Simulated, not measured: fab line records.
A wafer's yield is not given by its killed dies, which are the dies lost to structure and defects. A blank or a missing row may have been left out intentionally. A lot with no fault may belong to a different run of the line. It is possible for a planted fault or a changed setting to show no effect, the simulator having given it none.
fab line records	flow n5Finfet
record lots=10	wafers=30	lastDay=17
route steps=1938 shown FIN_SAQP@147 FIN_CUT@155 BEOL_M4@1111
lots that met no fault: taken from a fault-free run of the same line
startH: hours from the record's first day to the start of the lot's first wafer shown	waitH: hours from the lot's prior step to this one	" the same as in the row above	L1.1+2: one row covering several wafers at once	- no value, or no start given	* or withheld: withheld	< > ~ a bound
route shown NAME@n: NAME is a module with steps in the file, n the number in the route of the first one	usual: mean/standard deviation taken from wafers without a fault	same: alike in all rows	chamber/n: place in a boat	sites: per-site readings	_std_site: how widely they spread, as a standard deviation	_edge_site: mean of outer sites minus mean of inner sites	radiusMm: for every site, how far away it sits from the centre of the wafer	mask NAME#n: copy n	behind: tool/chamber where the wafer was last shaped	hold: why the lot was held/for how many hours/how that ended	device: which transistor (n, p or np) failed to switch	end of line: the same wafers' tests at the end of the route	for a step that has no rows: nothing shown but its recipe	killed: not the wafer's yield, but the dies lost to structure and defects at the first sort	map: a wafer's dies, x killed, . not, _ none there
set.NAME: the run value of the setting; set.NAME@STEP: its run value at that earlier step	model.NAME: the simulator's own value behind a step, which no gauge read
steps of the route over a sample of lots; a table a step, a row a wafer
services: from which hour (startH, from the record's first day; less than 0 if before it) a tool's chamber was out of use, for how many hours, and why
## steps
# step N5_FIN_SAQP_FIN_ETCH_36
# recipe chemistry=HBr/Cl2/O2	targetDepthA=1200	maskMaterial=SiNx	timeS=50.4	biasW=102	pressureMtorr=10	icpW=800	HBr_flow_sccm=150	Cl2_flow_sccm=80	O2_flow_sccm=12
# usual drypumpMotorCurrentA=5.6/0.54	oesProductAu=1.002/0.014	throttleValvePct=35.88/0.14
lot.wafer	tool	chamber	startH	waitH	drypumpMotorCurrentA	oesProductAu	rfHoursCounterH	throttleValvePct
L122.1	rieSi-01	1	27.42	0.0	5.4	0.993	41	35.80
L122.4	"	2	"	"	6.4	1.004	175	36.04
L122.5	"	0	"	"	5.1	1.001	-	35.80
L125.2	rieSi-06	1	43.27	0.0	5.3	0.995	59	36.14
L125.5	"	1	"	"	5.3	0.989	-	36.12
L125.6	"	3	"	"	5.0	1.007	-	35.80
L127.1	rieSi-01	2	55.81	0.0	6.4	0.995	176	36.03
L127.2	"	0	"	"	5.1	0.993	75	35.79
L127.4	"	1	"	"	5.4	0.995	42	35.80
L130.2	rieSi-06	1	76.03	0.0	5.2	0.987	59	36.14
L130.3	"	3	"	"	5.0	1.003	51	35.81
L130.6	"	1	"	"	5.2	0.978	-	36.12
L131.1	rieSi-06	2	80.50	0.0	4.8	0.997	170	35.89
L131.2	"	3	"	"	5.0	1.021	51	35.79
L131.3	"	1	"	"	5.2	0.984	60	36.13
L132.1	rieSi-06	3	86.91	0.0	5.0	0.998	51	35.80
L132.5	"	0	"	"	6.3	1.004	-	35.83
L132.6	"	1	"	"	5.3	0.967	-	36.15
L135.1	rieSi-01	3	105.34	0.0	6.0	1.016	31	35.67
L135.3	"	2	"	"	6.4	1.019	176	36.01
L135.4	"	1	"	"	5.4	1.007	42	35.80
L136.2	rieSi-01	1	109.31	0.0	5.4	0.999	43	35.79
L136.3	"	3	"	"	6.0	1.021	31	35.66
L136.5	"	1	"	"	5.4	0.997	-	35.78
L141.1	rieSi-01	1	143.17	0.0	5.4	1.007	43	35.78
L141.3	"	3	"	"	6.0	1.024	32	35.67
L141.5	"	0	"	"	5.1	0.995	-	35.80
L144.2	rieSi-04	0	158.57	0.0	5.8	1.005	34	35.84
L144.4	"	3	"	"	5.6	1.024	152	35.80
L144.6	"	3	"	"	5.7	1.011	-	35.81
# step N5_FIN_SAQP_INSPECT_40
# recipe inspectInstrument=brightfield	mode=aei
# usual rawDefectCount=226/58
lot.wafer	tool	chamber	startH	waitH	rawDefectCount
L122.1	defectInspect-02	-	27.67	0.0	279
L122.4	"	-	"	"	319
L122.5	"	-	"	"	298
L125.2	defectInspect-01	-	43.53	0.0	213
L125.5	"	-	"	"	264
L125.6	"	-	"	"	163
L127.1	defectInspect-01	-	56.06	0.0	459
L127.2	"	-	"	"	292
L127.4	"	-	"	"	245
L130.2	defectInspect-01	-	76.29	0.0	237
L130.3	"	-	"	"	214
L130.6	"	-	"	"	229
L131.1	defectInspect-01	-	80.75	0.0	150
L131.2	"	-	"	"	222
L131.3	"	-	"	"	185
L132.1	defectInspect-01	-	87.16	0.0	197
L132.5	"	-	"	"	291
L132.6	"	-	"	"	228
L135.1	defectInspect-01	-	105.59	0.0	214
L135.3	"	-	"	"	322
L135.4	"	-	"	"	422
L136.2	defectInspect-02	-	109.56	0.0	265
L136.3	"	-	"	"	284
L136.5	"	-	"	"	224
L141.1	defectInspect-01	-	143.42	0.0	155
L141.3	"	-	"	"	128
L141.5	"	-	"	"	187
L144.2	defectInspect-01	-	158.82	0.0	207
L144.4	"	-	"	"	314
L144.6	"	-	"	"	183
# step N5_FIN_CUT_COAT_19
# recipe resist=SiARC	tempC=220	timeS=60	spinRpm=1500	resistThkNm=20
# usual dispensePressureKPa=54.2/1.9	heaterPowerTotalW=427.7/2.1	runLengthS=66.2/0.3
lot.wafer	tool	chamber	startH	waitH	dispensePressureKPa	heaterPowerTotalW	runLengthS
L122.1	lithoTrack-04	0	27.71	-	53.0	427.3	66.7
L122.4	"	0	"	"	53.0	427.1	66.6
L122.5	"	0	"	"	53.0	430.7	66.6
L125.2	lithoTrack-02	0	43.57	-	52.0	429.3	66.1
L125.5	"	0	"	"	52.0	430.7	66.1
L125.6	"	0	"	"	52.0	429.9	65.8
L127.1	lithoTrack-02	0	56.10	-	52.0	424.8	65.9
L127.2	"	0	"	"	52.0	425.3	65.8
L127.4	"	0	"	"	51.9	429.4	65.8
L130.2	lithoTrack-02	0	76.32	-	52.0	424.1	65.9
L130.3	"	0	"	"	52.0	425.6	65.8
L130.6	"	0	"	"	52.0	430.0	65.8
L131.1	lithoTrack-04	0	80.79	-	53.0	429.1	66.6
L131.2	"	0	"	"	53.0	427.3	66.7
L131.3	"	0	"	"	53.0	427.5	66.5
L132.1	lithoTrack-04	0	87.19	-	53.0	425.2	66.5
L132.5	"	0	"	"	53.0	430.5	66.7
L132.6	"	0	"	"	53.0	430.4	66.5
L135.1	lithoTrack-04	0	105.63	-	53.0	425.9	71.5
L135.3	"	0	"	"	53.0	429.6	71.7
L135.4	"	0	"	"	53.0	429.5	66.9
L136.2	lithoTrack-01	0	109.60	-	56.4	429.8	66.2
L136.3	"	0	"	"	56.4	426.0	66.0
L136.5	"	0	"	"	56.4	428.7	66.0
L141.1	lithoTrack-04	0	143.45	-	53.0	430.9	71.7
L141.3	"	0	"	"	53.0	431.0	71.7
L141.5	"	0	"	"	53.1	426.0	66.6
L144.2	lithoTrack-01	0	158.85	-	56.5	424.6	66.0
L144.4	"	0	"	"	56.4	424.5	66.0
L144.6	"	0	"	"	56.5	426.0	66.1
# step N5_FIN_CUT_CD_MEAS_08
# recipe targetCdNm=29.1	landingEnergyEv=500	detector=seInlens	polarity=opening
# usual cdNm=29.14/0.21
lot.wafer	tool	chamber	startH	waitH	cdNm
L122.1	cdSem-02	0	27.98	-	28.62
L122.4	"	0	"	"	29.15
L122.5	"	0	"	"	29.15
L125.2	cdSem-02	0	43.84	-	29.34
L125.5	"	0	"	"	29.20
L125.6	"	0	"	"	29.16
L127.1	cdSem-02	0	56.37	-	29.45
L127.2	"	0	"	"	29.30
L127.4	"	0	"	"	29.03
L130.2	cdSem-02	0	76.59	-	29.27
L130.3	"	0	"	"	28.80
L130.6	"	0	"	"	29.24
L131.1	cdSem-02	0	81.05	-	28.58
L131.2	"	0	"	"	29.22
L131.3	"	0	"	"	28.86
L132.1	cdSem-01	0	87.46	-	29.06
L132.5	"	0	"	"	29.12
L132.6	"	0	"	"	29.09
L135.1	cdSem-03	0	106.02	-	29.28
L135.3	"	0	"	"	29.06
L135.4	"	0	"	"	29.19
L136.2	cdSem-01	0	109.87	-	29.26
L136.3	"	0	"	"	29.51
L136.5	"	0	"	"	29.16
L141.1	cdSem-02	0	143.84	-	29.20
L141.3	"	0	"	"	28.96
L141.5	"	0	"	"	29.02
L144.2	cdSem-03	0	159.12	-	29.37
L144.4	"	0	"	"	29.14
L144.6	"	0	"	"	29.07
# step N5_BEOL_M4_RC_MEAS_101
# usual DIBL_N=35.7/1.3	DIBL_P=36.0/1.6	IOFF_N=0.154/0.025	IOFF_P=0.21/0.034	ION_N=675/9.7	ION_P=465/7.4	SS_N=71.3/0.55	SS_P=73.1/0.52	VT_N=250/3	VT_P=-249/3.6
lot.wafer	tool	chamber	startH	waitH	DIBL_N[mV/V]	DIBL_P[mV/V]	IOFF_N[nA/um]	IOFF_P[nA/um]	ION_N[uA/um]	ION_P[uA/um]	SS_N[mV/dec]	SS_P[mV/dec]	VT_N[mV]	VT_P[mV]
L122.1	prober-01	0	167.57	0.0	37.3	39.0	0.199	0.25	697	474	71.6	73.8	244	-248
L122.4	"	0	"	"	35.8	37.3	0.157	0.22	682	469	71.3	72.9	247	-248
L122.5	"	0	"	"	37.5	39.4	0.190	0.26	674	464	72.0	73.9	244	-248
L125.2	prober-02	0	185.11	0.2	34.7	34.7	0.117	0.17	668	456	71.3	72.9	255	-254
L125.5	"	0	"	"	37.3	37.5	0.156	0.21	659	457	71.9	73.2	252	-250
L125.6	"	0	"	"	33.3	33.1	0.097	0.16	645	457	71.0	72.3	259	-254
L127.1	prober-01	0	195.77	0.0	36.2	36.6	0.185	0.28	690	481	71.3	73.0	244	-242
L127.2	"	0	"	"	37.3	38.7	0.213	0.30	704	492	71.8	73.5	244	-243
L127.4	"	0	"	"	35.7	35.5	0.158	0.24	682	469	71.7	72.8	248	-245
L130.2	prober-02	0	214.70	0.2	35.1	36.7	0.166	0.24	680	470	71.2	73.1	250	-246
L130.3	"	0	"	"	36.6	37.7	0.178	0.27	664	464	71.4	73.4	251	-242
L130.6	"	0	"	"	37.6	38.1	0.195	0.27	675	462	72.4	73.2	248	-247
L131.1	prober-02	0	218.12	0.0	35.9	36.1	0.152	0.19	666	458	71.8	74.0	250	-253
L131.2	"	0	"	"	34.7	35.1	0.137	0.18	676	467	71.7	73.5	250	-253
L131.3	"	0	"	"	34.6	34.3	0.133	0.17	672	457	71.9	73.0	252	-257
L132.1	prober-01	0	230.64	0.0	34.9	35.9	0.144	0.19	673	467	70.7	72.8	250	-250
L132.5	"	0	"	"	36.1	37.8	0.166	0.22	676	463	71.9	73.1	250	-248
L132.6	"	0	"	"	35.3	36.1	0.151	0.20	668	462	71.2	73.0	250	-247
L135.1	prober-01	0	240.49	0.2	34.1	35.8	0.137	0.21	678	467	70.9	73.3	251	-251
L135.3	"	0	"	"	33.7	35.4	0.127	0.20	669	469	70.1	72.6	252	-249
L135.4	"	0	"	"	33.2	33.6	0.117	0.18	672	458	70.5	72.7	254	-254
L136.2	prober-02	0	242.71	0.2	37.6	37.7	0.174	0.25	689	475	71.1	72.6	246	-246
L136.3	"	0	"	"	37.9	37.9	0.182	0.23	676	463	71.7	73.7	247	-249
L136.5	"	0	"	"	38.0	38.6	0.188	0.26	684	474	72.4	73.0	247	-246
L141.1	prober-02	0	286.77	0.0	36.7	37.0	0.177	0.22	680	462	71.6	74.1	248	-251
L141.3	"	0	"	"	35.3	35.0	0.153	0.19	665	452	71.6	72.9	251	-253
L141.5	"	0	"	"	38.0	37.8	0.212	0.23	674	455	72.3	74.4	246	-250
L144.2	prober-01	0	304.26	0.2	35.1	33.1	0.124	0.19	674	470	70.4	71.9	252	-249
L144.4	"	0	"	"	36.5	34.6	0.139	0.22	666	469	71.8	71.9	251	-246
L144.6	"	0	"	"	37.9	36.6	0.169	0.24	680	476	71.0	73.1	245	-246
## services
tool	chamber	startH	hours	kind
rieSi-04	0	3.48	4.4	repair
rieSi-06	2	32.82	17.2	repair
rieSi-04	3	40.95	1.3	repair
rieSi-04	-	103.86	4.3	pm
rieSi-04	0	118.96	4.0	repair
rieSi-01	2	126.56	32.8	repair
rieSi-06	2	156.77	3.9	repair
## key
firstSign step=N5_FIN_CUT_COAT_19	reading=runLengthS	direction=up	sigmas=18	usual=*	struck=*
effect none on later readings
metAt N5_FIN_CUT_COAT_19
struckLots L135,L141
struckWafers L135.1,L135.3,L141.1,L141.3
notActingAt N5_FIN_SAQP_FIN_ETCH_36,N5_FIN_SAQP_INSPECT_40,N5_FIN_CUT_CD_MEAS_08
onsetBetween 87.19 105.63
fault kind=processParameterDrift	tool=lithoTrack-04	chamber=-	onsetH=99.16	steps=N5_FIN_CUT_COAT_19	channel=timeS	offset=*	shape=step	endH=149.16	scope=struckWafersOnly	actsIn=*	stated=*
